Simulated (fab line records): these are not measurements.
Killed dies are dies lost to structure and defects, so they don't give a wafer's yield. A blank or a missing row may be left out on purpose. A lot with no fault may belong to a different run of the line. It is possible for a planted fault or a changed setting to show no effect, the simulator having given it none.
Matching of chambers ; flow nand_harc ; NHARC_A_STAIRCASE_ALD_420 on ald_hk-03 has 4 sister chambers
The step deposits SiO2, target thk 20 nm, pulse time 6 s, ald cycles 200. 7 wafers are shown with their chamber, then 7 later ones without.

## WAFERS, EACH WITH ITS CHAMBER
wafer;chamber;heater_power_w (W);precursor_pulse_height_rel
L081.4;2;424;1.033
L083.4;1;343;0.997
L083.6;3;443;0.978
L082.1;1;348;1.000
L082.2;3;450;0.962
L088.3;0;434;0.950
L088.5;0;432;0.991

## WAFERS MISSING THEIR CHAMBER
wafer;heater_power_w (W);precursor_pulse_height_rel
L088.6;444;0.999
L091.1;341;1.014
L091.3;430;0.959
L091.4;457;0.985
L094.3;440;1.027
L094.4;353;1.008
L094.6;421;0.983

## THE CHAMBER EACH PASSED THROUGH
wafer;from the rows above;in truth
L088.6;can't be placed: 3 or 0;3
L091.1;1;1
L091.3;0;0
L091.4;3;3
L094.3;can't be placed: 3 or 0 or 2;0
L094.4;1;1
L094.6;can't be placed: 2 or 0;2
Correct placement for 4 of the 7. Cannot be placed on the basis of these rows: 3; the candidates contain the true chamber in 3. Wrongly placed: 0.
How it was worked out, from the rows above alone: a wafer's distance from a chamber is the root of the sum, over the readings, of the square of ((its reading less the chamber's mean) divided by the reading's scatter). The wafer belongs to the nearest chamber; if the next one is less than 2 further off, it can't be placed. A chamber's mean is the mean of its shown wafers. The scatter: the root of (the sum of the squares of (reading less its chamber's mean) over the shown wafers, divided by (wafers less chambers)).
